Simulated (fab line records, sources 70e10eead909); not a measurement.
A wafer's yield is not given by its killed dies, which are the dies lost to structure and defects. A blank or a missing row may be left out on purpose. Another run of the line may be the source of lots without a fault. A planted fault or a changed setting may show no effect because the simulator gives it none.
Which tool was responsible?	flow nand_harc	72 wafers from 24 lots sampled at 4 of the route's 1159 steps

== WHAT THE GAUGES SHOWED, per wafer ==
NHARC_A_BLC_OVL_MEAS_11.
lot	measured	on	overlay_x_nm (nm)	overlay_y_nm (nm)
L075	day 17 15:40	overlay-02	0.5 0.1 0.4	0.5 -0.1 -0.2
L074	day 17 16:32	overlay-02	0.1 0.3 0.2	-0.1 -0.5 -0.3
L076	day 17 17:08	overlay-02	1.1 0.8 0.8	-0.8 -1.2 -0.7
L079	day 17 21:09	overlay-02	-0.2 -0.6 0.0	-2.8 -2.5 -2.5
L078	day 18 02:57	overlay-01	-0.9 -0.8 -1.0	0.4 0.5 0.5
L077	day 18 06:10	overlay-01	-0.7 -0.8 -0.4	0.3 0.0 0.4
L080	day 18 17:01	overlay-02	0.1 1.3 0.5	-0.8 -0.9 -0.4
L082	day 18 18:13	overlay-01	0.3 -0.5 -0.9	-1.0 -0.8 -1.3
L081	day 19 05:46	overlay-01	-0.5 -0.3 -0.3	0.1 -0.2 0.1
L083	day 19 13:43	overlay-02	-0.4 0.0 -0.4	0.1 -0.4 0.2
L084	day 19 14:43	overlay-01	0.7 1.0 1.1	-1.5 -1.8 -1.7
L085	day 20 03:00	overlay-02	-0.3 0.3 -0.2	-0.4 -0.2 -0.2
L088	day 20 03:44	overlay-01	-0.4 -0.6 -0.5	-0.6 -0.3 -0.2
L087	day 20 04:22	overlay-02	-0.3 -0.1 -0.5	0.5 0.6 -0.1
L086	day 20 13:39	overlay-01	0.7 0.4 1.0	0.3 0.3 0.6
L089	day 20 16:13	overlay-02	0.4 0.1 0.0	0.1 -0.5 -0.1
L090	day 21 06:27	overlay-01	1.6 1.3 1.5	0.6 0.7 0.6
L091	day 21 17:01	overlay-01	0.5 0.6 0.8	-1.0 -0.7 -0.8
L094	day 21 17:40	overlay-02	1.3 1.6 1.5	0.3 0.1 0.1
L093	day 21 18:31	overlay-02	1.3 1.6 1.2	-1.5 -1.2 -0.9
L092	day 22 04:43	overlay-02	-0.1 0.4 -0.2	-1.1 -1.2 -1.0
L095	day 22 10:37	overlay-01	1.0 1.1 0.8	0.2 0.0 -0.2
L097	day 22 23:24	overlay-01	0.5 0.9 0.9	0.1 0.3 -0.2
L096	day 23 00:02	overlay-02	0.6 0.4 0.1	0.4 0.1 0.4

== WHAT TOOL EACH LOT RAN ON (gives the tool, then ch and the chambers of the sampled wafers, and finally the start) ==
lot	NHARC_A_CONTACT_ETCH_132	NHARC_A_CONTACT_ETCH_136	NHARC_A_CONTACT_ETCH_137
L075	har_cap_etch-02 ch 0,1, day 16 22:05	har_cap_etch-01 ch 0,1, day 17 03:34	har_cap_etch-01 ch 0,1, day 17 03:41
L074	har_cap_etch-03 ch 0,1, day 16 22:12	har_cap_etch-02 ch 0,1, day 17 03:53	har_cap_etch-02 ch 0,1, day 17 04:01
L076	har_cap_etch-01 ch 0,1, day 17 00:20	har_cap_etch-01 ch 0,1, day 17 05:59	har_cap_etch-01 ch 0,1, day 17 06:07
L079	har_cap_etch-02 ch 0,1, day 17 10:12	har_cap_etch-02 ch 0,1, day 17 17:02	har_cap_etch-02 ch 0,1, day 17 17:10
L078	har_cap_etch-01 ch 0,1, day 17 17:12	har_cap_etch-03 ch 0,1, day 17 22:36	har_cap_etch-03 ch 0,1, day 17 22:43
L077	har_cap_etch-02 ch 0,1, day 17 19:46	har_cap_etch-02 ch 0,1, day 18 02:02	har_cap_etch-02 ch 0,1, day 18 02:10
L080	har_cap_etch-01 ch 0,1, day 18 03:06	har_cap_etch-01 ch 0,1, day 18 12:59	har_cap_etch-01 ch 0,1, day 18 13:06
L082	har_cap_etch-02 ch 0,1, day 18 06:36	har_cap_etch-02 ch 0,1, day 18 14:13	har_cap_etch-02 ch 0,1, day 18 14:20
L081	har_cap_etch-03 ch 0,1, day 18 15:22	har_cap_etch-03 ch 1, day 18 21:12	har_cap_etch-03 ch 1, day 18 21:19
L083	har_cap_etch-01 ch 0,1, day 19 02:26	har_cap_etch-02 ch 0,1, day 19 09:27	har_cap_etch-02 ch 0,1, day 19 09:34
L084	har_cap_etch-02 ch 0,1, day 19 04:06	har_cap_etch-01 ch 0,1, day 19 10:46	har_cap_etch-01 ch 0,1, day 19 10:53
L085	har_cap_etch-02 ch 1, day 19 13:02	har_cap_etch-01 ch 0,1, day 19 19:00	har_cap_etch-01 ch 0,1, day 19 19:07
L088	har_cap_etch-01 ch 0,1, day 19 15:27	har_cap_etch-03 ch 0,1, day 19 21:44	har_cap_etch-03 ch 0,1, day 19 21:51
L087	har_cap_etch-02 ch 0,1, day 19 18:12	har_cap_etch-03 ch 0,1, day 20 00:07	har_cap_etch-03 ch 0,1, day 20 00:14
L086	har_cap_etch-01 ch 0,1, day 19 23:47	har_cap_etch-01 ch 0,1, day 20 09:08	har_cap_etch-01 ch 0,1, day 20 09:15
L089	har_cap_etch-02 ch 0, day 20 06:14	har_cap_etch-01 ch 0,1, day 20 12:02	har_cap_etch-01 ch 0,1, day 20 12:09
L090	har_cap_etch-01 ch 0,1, day 20 17:26	har_cap_etch-02 ch 0,1, day 21 00:15	har_cap_etch-02 ch 0,1, day 21 00:22
L091	har_cap_etch-03 ch 0,1, day 20 20:14	har_cap_etch-01 ch 0,1, day 21 06:48	har_cap_etch-01 ch 0,1, day 21 06:55
L094	har_cap_etch-01 ch 0,1, day 20 23:59	har_cap_etch-03 ch 0,1, day 21 11:29	har_cap_etch-03 ch 0,1, day 21 11:37
L093	har_cap_etch-03 ch 0,1, day 21 06:35	har_cap_etch-01 ch 0,1, day 21 14:25	har_cap_etch-01 ch 0,1, day 21 14:32
L092	har_cap_etch-02 ch 0,1, day 21 19:03	har_cap_etch-03 ch 0,1, day 22 00:23	har_cap_etch-03 ch 0,1, day 22 00:31
L095	har_cap_etch-01 ch 0,1, day 22 00:40	har_cap_etch-03 ch 0,1, day 22 06:00	har_cap_etch-03 ch 0,1, day 22 06:07
L097	har_cap_etch-03 ch 0,1, day 22 13:44	har_cap_etch-03 ch 0,1, day 22 19:05	har_cap_etch-03 ch 0,1, day 22 19:15
L096	har_cap_etch-02 ch 0,1, day 22 14:22	har_cap_etch-02 ch 0,1, day 22 19:42	har_cap_etch-02 ch 0,1, day 22 19:50
- NHARC_A_CONTACT_ETCH_132: etches the open film in C4F8/O2/Ar, time 156 s, target depth 958 nm.
- NHARC_A_CONTACT_ETCH_136: etches the open film in C4F8/O2/Ar, time 132 s, target depth 1287 nm.
- NHARC_A_CONTACT_ETCH_137: etches the open film in C4F8/O2/Ar, time 132 s, target depth 1287 nm.

== AS READ BY THE TOOLS THEMSELVES (means over the sampled wafers that have a number; for cases with no such wafer, the mark the record gives instead) ==
The record holds no such reading with a usual standard deviation.

== THE ANSWER, worked out from the rows above alone ==
Rule: the usual values come from the lots themselves. The widest of any qualifying gaps counts: lots, ordered by their means at a reading, are off when they make up no more than a third of the lots, leave a main group of 4 or more, and stand apart from it by 3 or more times the standard deviation of that group's means. Not used: any main group whose means are identical at the precision the tables above print for the reading. A lot without any number at a reading at which 4 lots or more have one is off too. All remaining lots with rows at the step are treated as sound. First the gauges in route order, then the tools' own readings, where a lot's mean is used as printed above. At the first step where some lot is off, the reading lying furthest off is the one used; lots without a number count as furthest.
Nothing can be told from this: no lot is off at any reading shown.

== WHAT HAD BEEN PUT IN BY THE SIMULATOR ==
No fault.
